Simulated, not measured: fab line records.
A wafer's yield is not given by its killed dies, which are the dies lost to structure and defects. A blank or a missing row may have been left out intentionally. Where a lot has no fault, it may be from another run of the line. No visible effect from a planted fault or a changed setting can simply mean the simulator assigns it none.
fab line records    flow n5-finfet
[record] lots = 11  wafers = 33  last-day = 17
route steps=1938 shown BEOL_M9@1459 BEOL_M10@1472
lots untouched by any fault: they come from a run of this same line in which no faults occurred
start-h: hours from the record's first day to the start of the lot's first wafer shown    wait-h: hours elapsed since this lot's preceding step    " unchanged from the row above    L1.1+2: several wafers, shown together as one row    - either no value or no given start    * or withheld: withheld    < > ~ a bound
route shown NAME@n: a module of which the file shows steps, and the number in the route of the first    usual: average and standard deviation across the fault-free wafers    same: alike in all rows    chamber/n: place in a boat    sites: per-site readings    _std_site: their standard deviation    _edge_site: outer sites' mean less inner sites'    radius-mm: for every site, how far away it sits from the centre of the wafer    mask NAME#n: copy n    behind: tool/chamber where the wafer was last shaped    hold: reason for holding the lot/hours on hold/outcome of the hold    device: whichever transistor did not switch (one of n, p or np)    end of line: the same wafers' tests at the end of the route    where a step has no rows: the recipe by itself    killed: dies that structure and defects cost at the first sort, which is not the same as the wafer's yield    map: the dies of a wafer, with x for killed, . for not killed, _ for no die there
set.NAME: the setting as run; set.NAME@STEP: as run at that earlier step    model.NAME: the simulator's own value behind a step, which no gauge read
steps of the route over a sample of lots; a table a step, a row a wafer
services: a tool's chamber out of use, with start hour (start-h, from the record's first day; less than 0 if before it), hours out, and reason
[[steps]]
[step N5_BEOL_M9_SURFACE_TREAT_79]
[recipe] gas = Ar  time-s = *  ion-energy-ev = *  ion-current-ma-cm2 = 0.5  pressure-mtorr = *  ar-flow-sccm = 30
[usual] throttle-valve-pct = *
lot.wafer  tool            chamber  start-h  wait-h  throttle-valve-pct
L390.1     pvd-sputter-02  -        211.64   0.2     *
L390.3     "               -        "        "       *
L390.6     "               -        "        "       *
L391.1     pvd-sputter-03  -        211.94   0.2     *
L391.4     "               -        "        "       *
L391.5     "               -        "        "       *
L392.2     pvd-sputter-01  -        218.33   0.3     *
L392.3     "               -        "        "       *
L392.6     "               -        "        "       *
L393.3     pvd-sputter-01  -        229.34   0.2     *
L393.4     "               -        "        "       *
L393.6     "               -        "        "       *
L394.1     pvd-sputter-01  -        239.09   0.2     *
L394.3     "               -        "        "       *
L394.5     "               -        "        "       *
L395.1     pvd-sputter-03  -        248.36   0.3     *
L395.5     "               -        "        "       *
L395.6     "               -        "        "       *
L398.2     pvd-sputter-02  -        264.51   0.2     *
L398.3     "               -        "        "       *
L398.6     "               -        "        "       *
L399.1     pvd-sputter-02  -        271.98   0.2     *
L399.2     "               -        "        "       *
L399.4     "               -        "        "       *
L400.1     pvd-sputter-03  -        279.47   0.2     *
L400.2     "               -        "        "       *
L400.3     "               -        "        "       *
L408.1     pvd-sputter-01  -        312.86   0.3     *
L408.4     "               -        "        "       *
L408.6     "               -        "        "       *
L411.1     pvd-sputter-01  -        345.11   0.3     *
L411.2     "               -        "        "       *
L411.4     "               -        "        "       *
[step N5_BEOL_M10_THK_MEAS_01]
[recipe] reads = SiCOH_lowk_of_BEOL_M10_ILD_DEP_00
[usual] M10_ILD_THK = 268/3.4
lot.wafer  tool           chamber  start-h  wait-h  M10_ILD_THK[nm]
L390.1     film-metro-01  -        213.50   0.4     267
L390.3     "              -        "        "       270
L390.6     "              -        "        "       271
L391.1     film-metro-01  -        213.72   0.4     264
L391.4     "              -        "        "       267
L391.5     "              -        "        "       266
L392.2     film-metro-02  -        220.18   0.4     267
L392.3     "              -        "        "       266
L392.6     "              -        "        "       269
L393.3     film-metro-02  -        232.12   0.3     271
L393.4     "              -        "        "       277
L393.6     "              -        "        "       276
L394.1     film-metro-01  -        241.02   0.4     263
L394.3     "              -        "        "       265
L394.5     "              -        "        "       267
L395.1     film-metro-01  -        250.25   0.4     269
L395.5     "              -        "        "       273
L395.6     "              -        "        "       272
L398.2     film-metro-02  -        268.05   0.4     271
L398.3     "              -        "        "       271
L398.6     "              -        "        "       274
L399.1     film-metro-02  -        273.92   0.4     264
L399.2     "              -        "        "       264
L399.4     "              -        "        "       268
L400.1     film-metro-02  -        281.68   0.4     266
L400.2     "              -        "        "       262
L400.3     "              -        "        "       262
L408.1     film-metro-02  -        316.20   0.4     267
L408.4     "              -        "        "       268
L408.6     "              -        "        "       271
L411.1     film-metro-01  -        347.60   0.4     266
L411.2     "              -        "        "       264
L411.4     "              -        "        "       264
[step N5_BEOL_M10_PECVD_70]
[recipe] material = SiO2  target-thk-a = 200  temp-c = 400  precursor = TEOS/O2  pressure-torr = 5.5  rf-w = 450  teos-flow-sccm = 53.8  gas = O2  flow-sccm = 3000  time-s = 22.7
[usual] heater-power-w = 763/110  showerhead-plenum-p-Torr = 8.79/0.064  susceptor-temp-C = 400.02/0.22  throttle-valve-pct = 22.2/0.89
lot.wafer  tool      chamber  start-h  wait-h  heater-power-w  showerhead-plenum-p-Torr  since-wet-clean-h  susceptor-temp-C  throttle-valve-pct
L390.1     pecvd-04  0        213.54   0.0     895             8.84                      736                399.78            22.3
L390.3     "         0        "        "       897             8.82                      -                  399.82            22.2
L390.6     "         1        "        "       630             8.69                      -                  399.97            22.8
L391.1     pecvd-01  2        213.76   0.0     748             8.78                      136                400.18            20.7
L391.4     "         2        "        "       761             8.80                      -                  399.89            20.6
L391.5     "         0        "        "       853             8.80                      -                  399.69            21.9
L392.2     pecvd-03  1        220.22   0.0     643             8.81                      1830               400.54            22.6
L392.3     "         0        "        "       642             8.70                      1105               400.00            23.5
L392.6     "         0        "        "       657             8.69                      -                  400.53            23.3
L393.3     pecvd-03  2        232.16   0.0     739             8.91                      363                399.95            21.7
L393.4     "         0        "        "       625             8.72                      -                  399.82            23.4
L393.6     "         1        "        "       650             8.79                      -                  399.70            22.2
L394.1     pecvd-03  1        241.06   0.0     636             8.83                      1851               400.39            22.3
L394.3     "         0        "        "       682             8.69                      1126               400.24            23.4
L394.5     "         1        "        "       617             8.82                      -                  400.16            22.2
L395.1     pecvd-04  0        250.28   0.0     979             8.81                      773                400.08            22.4
L395.5     "         1        "        "       769             8.72                      -                  400.20            23.0
L395.6     "         2        "        "       876             8.79                      -                  399.79            20.5
L398.2     pecvd-01  1        268.09   0.0     728             8.75                      1697               399.97            22.4
L398.3     "         2        "        "       823             8.77                      190                399.88            20.8
L398.6     "         1        "        "       759             8.74                      -                  400.15            22.0
L399.1     pecvd-04  0        273.95   0.0     1000            8.83                      797                400.10            22.3
L399.2     "         2        "        "       903             8.79                      40                 400.20            20.3
L399.4     "         0        "        "       996             8.83                      -                  399.87            22.6
L400.1     pecvd-04  1        281.72   0.0     733             8.70                      1529               400.21            22.9
L400.2     "         2        "        "       866             8.78                      47                 400.31            20.3
L400.3     "         0        "        "       881             8.82                      804                400.16            22.7
L408.1     pecvd-04  1        316.23   0.0     670             8.70                      1564               399.82            23.2
L408.4     "         2        "        "       683             8.78                      -                  366.07            20.1
L408.6     "         0        "        "       883             8.79                      -                  399.94            22.7
L411.1     pecvd-03  2        347.64   0.0     825             8.86                      479                400.00            22.0
L411.2     "         1        "        "       672             8.81                      1958               399.90            22.3
L411.4     "         0        "        "       716             8.70                      -                  399.82            23.4
[step N5_BEOL_M10_HM_DEP_02]
[recipe] material = TiN  target-thk-a = 200  temp-c = 25  chamber-pressure-pa = 0.49996
[usual] throttle-valve-pct = 30.1/0.44
lot.wafer  tool            chamber  start-h  wait-h  throttle-valve-pct
L390.1     pvd-sputter-03  -        214.42   0.9     30.6
L390.3     "               -        "        "       29.7
L390.6     "               -        "        "       29.8
L391.1     pvd-sputter-03  -        214.52   0.7     29.8
L391.4     "               -        "        "       30.6
L391.5     "               -        "        "       29.7
L392.2     pvd-sputter-01  -        220.28   0.0     30.0
L392.3     "               -        "        "       31.0
L392.6     "               -        "        "       30.1
L393.3     pvd-sputter-01  -        232.64   0.5     30.0
L393.4     "               -        "        "       29.9
L393.6     "               -        "        "       30.1
L394.1     pvd-sputter-03  -        242.14   1.1     30.4
L394.3     "               -        "        "       29.8
L394.5     "               -        "        "       29.8
L395.1     pvd-sputter-01  -        250.69   0.4     30.0
L395.5     "               -        "        "       31.0
L395.6     "               -        "        "       29.7
L398.2     pvd-sputter-02  -        269.05   0.9     29.9
L398.3     "               -        "        "       30.5
L398.6     "               -        "        "       30.5
L399.1     pvd-sputter-01  -        275.07   1.1     29.7
L399.2     "               -        "        "       29.8
L399.4     "               -        "        "       30.8
L400.1     pvd-sputter-01  -        283.58   1.8     29.8
L400.2     "               -        "        "       29.8
L400.3     "               -        "        "       31.0
L408.1     pvd-sputter-01  -        316.32   0.1     30.6
L408.4     "               -        "        "       29.8
L408.6     "               -        "        "       30.9
L411.1     pvd-sputter-02  -        349.29   1.6     30.0
L411.2     "               -        "        "       30.4
L411.4     "               -        "        "       29.9
[step N5_BEOL_M10_CMP_52]
[recipe] stop-on = SiCOH_lowk  t-overpolish-s = 7  down-force-psi = 1  platen-rpm = 50  clearing-platen-down-force-psi = 1.5  clearing-platen-rpm = 50  post-cmp-clean = cu-alkaline  target-thk-nm = 140  clearing-platen-pad-velocity-m-s = 0.99484  pad-velocity-m-s = 0.99484
[usual] barrier-field-endpoint-s = 29.0/0.62  motor-current-A = 6.4/0.64
lot.wafer  tool    chamber  start-h  wait-h  barrier-field-endpoint-s  motor-current-A
L390.3     cmp-02  0        219.43   0.2     29.3                      6.8
L390.1     "       1        "        "       29.2                      6.2
L390.6     "       2        "        "       29.6                      6.1
L391.1     cmp-02  0        221.65   0.3     28.7                      6.8
L391.4     "       1        "        "       28.8                      6.5
L391.5     "       0        "        "       29.3                      6.9
L392.3     cmp-02  1        225.23   0.2     28.6                      6.0
L392.2     "       3        "        "       28.8                      7.5
L392.6     "       1        "        "       28.9                      6.3
L393.3     cmp-02  2        240.36   0.2     28.7                      6.2
L393.4     "       3        "        "       29.5                      7.6
L393.6     "       1        "        "       29.0                      6.4
L394.1     cmp-02  3        250.50   0.3     28.2                      7.4
L394.3     "       1        "        "       28.8                      6.7
L394.5     "       0        "        "       29.1                      7.0
L395.1     cmp-02  0        256.48   0.4     28.7                      7.1
L395.5     "       1        "        "       29.6                      6.2
L395.6     "       2        "        "       29.2                      6.7
L398.3     cmp-02  0        275.19   0.2     29.5                      6.7
L398.2     "       1        "        "       29.7                      6.5
L398.6     "       3        "        "       29.9                      7.7
L399.1     cmp-03  1        279.91   0.3     27.9                      6.2
L399.2     "       3        "        "       28.1                      5.7
L399.4     "       0        "        "       28.3                      5.4
L400.1     cmp-03  3        288.89   0.3     29.2                      6.4
L400.3     "       0        "        "       28.9                      5.8
L400.2     "       1        "        "       28.2                      6.0
L408.4     cmp-04  3        322.29   0.4     32.7                      6.7
L408.1     "       0        "        "       28.5                      5.8
L408.6     "       2        "        "       28.6                      6.4
L411.4     cmp-02  2        353.52   0.1     29.8                      6.4
L411.1     "       0        "        "       29.8                      7.0
L411.2     "       1        "        "       29.5                      6.1
[[services]]
tool            chamber  start-h  hours  kind
pecvd-04        1        199.60   5.5    scheduled-down
pecvd-03        -        199.99   14.6   pm
pecvd-04        2        205.34   -      clean
pecvd-04        2        205.34   -      consumable-replace:showerhead
pecvd-04        2        205.34   29.0   scheduled-down
pecvd-04        2        205.34   29.0   vent-cycle
cmp-03          -        210.09   40.3   repair
cmp-04          -        213.26   4.0    pm
cmp-04          -        218.03   3.4    repair
cmp-02          -        226.81   4.0    pm
cmp-02          -        230.81   -      consumable-replace:conditioner
cmp-02          -        230.81   -      consumable-replace:pad
cmp-02          -        232.15   6.3    pm
cmp-04          -        242.97   1.0    repair
cmp-04          -        250.39   14.2   pm
cmp-02          -        253.63   2.3    repair
pecvd-03        1        272.89   2.1    scheduled-down
cmp-04          -        276.82   1.1    repair
cmp-02          -        328.09   3.5    repair
pecvd-01        -        330.40   2.8    pm
pecvd-03        -        331.52   6.0    pm
pvd-sputter-03  -        338.38   2.8    repair
cmp-02          -        341.77   0.2    repair
cmp-03          -        346.73   4.0    pm
[[key]]
[first-sign] step = N5_BEOL_M10_PECVD_70  reading = susceptor-temp-C  direction = down  sigmas = 99+  usual = *  struck = *
[effect] step = N5_BEOL_M10_CMP_52  reading = barrier-field-endpoint-s  direction = up  sigmas = 5.9  usual = 29.0  struck = 32.7
met-at N5_BEOL_M10_PECVD_70
struck-lots L408
struck-wafers L408.4
not-acting-at N5_BEOL_M9_SURFACE_TREAT_79,N5_BEOL_M10_THK_MEAS_01,N5_BEOL_M10_HM_DEP_02
onset-between 281.72 316.23
[fault] kind = process-parameter-drift  tool = pecvd-04  chamber = 2  onset-h = 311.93  steps = N5_BEOL_M10_PECVD_70  channel = temp-c  offset = *  shape = step  end-h = 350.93  acts-in = *  stated = *
